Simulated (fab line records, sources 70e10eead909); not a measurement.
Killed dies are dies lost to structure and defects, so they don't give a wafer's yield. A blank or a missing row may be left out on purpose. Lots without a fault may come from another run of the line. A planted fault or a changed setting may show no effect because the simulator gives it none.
A struck lot beside a sound one | flow nand_harc | 14 steps out of a route of 1302
Sound: wafers L507.3, L507.4, L507.5. Struck: wafer L516.1. (L516.2, L516.5 of the same lot were not struck and are left out.) The cause comes at the end.
At each step with rows: each side's tool, then ch and its chambers, then its first start. Under that, the readings that differ: sound wafers | struck wafers | difference of the means | sigmas: that difference in standard deviations of wafers without a fault.
alike: readings whose means differ by less than 2 such deviations, and words and numbers that are the same on both sides. not compared: withheld readings, readings that some wafer has no value for, bounds like >300 that may hide the same value, and numbers for which the record gives no deviation and whose values overlap.
The two part at a step that has a row with sigmas, a row that says differs or no value, or rows on one side only. Numbers that don't overlap but have no deviation are shown without sigmas and don't part them. A reading that every wafer of one side lacks parts them only if that side has two wafers or more.

first, 1 step without rows for these wafers: NHARC_A_CHANNEL_HOLE_D1_STRIP_43 (strips in O2/COS).
NHARC_A_CHANNEL_HOLE_D1_ETCH_44: etches the open film in CF4/O2, target depth 140 nm, overetch 14 nm, time 77 s.
  sound on rie_diel-07 ch 0,2,3, day 8 14:53; struck on rie_diel-06 ch 0, day 12 11:48
  alike: drypump_motor_current_A, oes_f_703_au, oes_o_777_au, oes_product_au, rf_vpp_V, showerhead_plenum_p_Torr, throttle_valve_pct
  not compared: rf_hours_counter_h
NHARC_A_CHANNEL_HOLE_D1_STRIP_27: strips in O2.
  sound on rie_diel-07 ch 0,1,2; struck on rie_diel-06 ch 2
  alike: drypump_motor_current_A, oes_product_au, rf_vpp_V, showerhead_plenum_p_Torr, throttle_valve_pct
  not compared: rf_hours_counter_h
then, 2 steps without rows for these wafers: NHARC_A_CHANNEL_HOLE_D1_PRECLEAN_28 (cleans in SC1); NHARC_A_CHANNEL_HOLE_D1_SRD_29.
NHARC_A_CHANNEL_HOLE_D1_CD_MEAS_30:
  sound on cd_sem-03, day 8 15:40; struck on cd_sem-03, day 12 12:46
  alike: cd_nm
NHARC_A_CHANNEL_HOLE_D1_XSEM_31:
  sound on xsem-02 ch 0, day 8 15:46; struck on xsem-02 ch 0, day 12 12:52
  reading     | sound       | struck | difference | sigmas
  bow_nm (nm) | 9.1 9.1 9.1 | 8.1    | -1.0       | -3
  alike: bot_cd_nm, tilt_deg
NHARC_A_CHANNEL_HOLE_D1_INSPECT_40:
  sound on defect_inspect-02, day 8 15:52; struck on defect_inspect-01, day 12 12:57
  alike: raw_defect_count
then, 3 steps without rows for these wafers: NHARC_A_CHANNEL_FILL_D1_PRECLEAN_00 (cleans in SC1); NHARC_A_CHANNEL_FILL_D1_SRD_01; NHARC_A_CHANNEL_FILL_D1_ALD_02 (deposits SiO2, target thk 6 nm, pulse time 10 s, ald cycles 60).
NHARC_A_CHANNEL_FILL_D1_ALD_03: deposits SiNx, target thk 6 nm, pulse time 60 s, ald cycles 58.
  sound on ald_sin_batch-01 ch 0; struck on ald_sin_batch-03 ch 0
  reading                    | sound             | struck | difference | sigmas
  precursor_pulse_height_rel | 1.013 1.025 1.018 | 0.965  | -0.054     | -3
  not compared: ald_cycles
NHARC_A_CHANNEL_FILL_D1_ALD_14: deposits SiO2, target thk 2.5 nm, pulse time 10 s, ald cycles 25.
  sound on ald_hk-02 ch 0,1,3, day 8 23:06; struck on ald_hk-04 ch 2, day 12 20:13
  reading    | sound    | struck | difference | sigmas
  ald_cycles | 25 25 25 | 28     | +3         |
  alike: heater_power_w, precursor_pulse_height_rel
NHARC_A_CHANNEL_FILL_D1_ALD_15: deposits SiNx, target thk 2 nm, pulse time 60 s, ald cycles 19.
  sound on ald_sin_batch-01 ch 0; struck on ald_sin_batch-03 ch 0
  alike: precursor_pulse_height_rel
  not compared: ald_cycles

WHERE THEY PART
First at NHARC_A_CHANNEL_HOLE_D1_XSEM_31; last, within this record, at NHARC_A_CHANNEL_FILL_D1_ALD_03. Later steps at which nothing parts them and some readings are alike: NHARC_A_CHANNEL_FILL_D1_ALD_14, NHARC_A_CHANNEL_FILL_D1_ALD_15.

WHY: what the simulator had put in
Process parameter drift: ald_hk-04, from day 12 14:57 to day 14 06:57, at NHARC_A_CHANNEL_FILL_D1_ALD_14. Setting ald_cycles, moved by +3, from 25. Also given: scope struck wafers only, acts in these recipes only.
